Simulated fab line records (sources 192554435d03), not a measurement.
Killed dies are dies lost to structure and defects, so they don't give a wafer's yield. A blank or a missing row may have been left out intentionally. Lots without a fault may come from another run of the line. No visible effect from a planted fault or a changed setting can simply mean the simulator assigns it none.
A single fault, viewed from 2 desks -- flow n5 finfet -- every desk sees just its own numbers, and what lay behind them comes last

== AT THE TOOL OWNER'S DESK: rie metal-02 ==
The tool's own readings at N5_GATE_CUT_CUT_ETCH_53 (etches W in SF6/Cl2, target depth 79.2 nm): means of the sampled wafers that have a number, for each lot that ran on this tool. Marked OUT: a lot whose mean sits more than 4 standard deviations from the usual mean, which makes it out of limits; the brackets give that distance.
Columns: A = drypump motor current A at N5_GATE_CUT_CUT_ETCH_53, usual 6.0 A; B = etch rf on time s at N5_GATE_CUT_CUT_ETCH_53, usual 26.2 s; C = oes product au at N5_GATE_CUT_CUT_ETCH_53, usual 0.64 a.u.; D = throttle valve pct at N5_GATE_CUT_CUT_ETCH_53, usual 29.02 %
lot,first seen here,A,B,C,D
L799,day 5 08:52,5.4,26.1,0.60,29.07
L801,day 5 19:22,6.0,23.5 (-6.5) OUT,0.78,28.97
L804,day 6 12:13,5.7,20.9 (-13) OUT,0.78,29.03
L816,day 9 17:22,6.0,26.4,0.69,28.98
This desk finds L801, L804 out of limits, L801 being first, at day 5 19:22 (etch rf on time s at N5_GATE_CUT_CUT_ETCH_53). In limits: L799, L816.

== FROM THE METROLOGY DESK ==
What the gauges read for every lot (on any tool): the sampled wafers with a number, averaged. Marked OUT: a lot whose mean sits more than 4 standard deviations from the usual mean, which makes it out of limits; the brackets give that distance.
Columns: A = GATE_CUT_OVL at N5_GATE_CUT_OVL_MEAS_14, usual -0.1 nm
lot,first seen here,A
L799,day 5 08:01,-0.1
L800,day 5 13:25,-0.4
L801,day 5 18:53,0.7
L803,day 6 05:43,-0.4
L804,day 6 11:43,0.8
L812,day 8 14:44,-0.8
L815,day 9 06:04,0.7
L816,day 9 16:20,0.2
L817,day 9 19:14,-0.4
L818,day 9 22:58,-0.9
L819,day 10 07:05,0.4
This desk's finding: nothing out of limits on any of the 11 lots.

== ALL TOGETHER ==
At day 5 19:22, on L801, L804, the tool owner's desk was in a position to raise an alarm.
Metrology desk: nothing out of limits seen.
The metrology desk holds a record of L801, L804, inside its limits.
Every lot named ran N5_GATE_CUT_CUT_ETCH_53 on rie metal-02.

== WHAT WAS PUT IN BY THE SIMULATOR ==
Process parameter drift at N5_GATE_CUT_CUT_ETCH_53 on rie metal-02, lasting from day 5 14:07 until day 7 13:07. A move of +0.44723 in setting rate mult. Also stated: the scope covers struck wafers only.
Shown lots that were struck: L801, L804.
Hours from the fault's start to each desk's first reading out of limits: the tool owner's desk, 5.
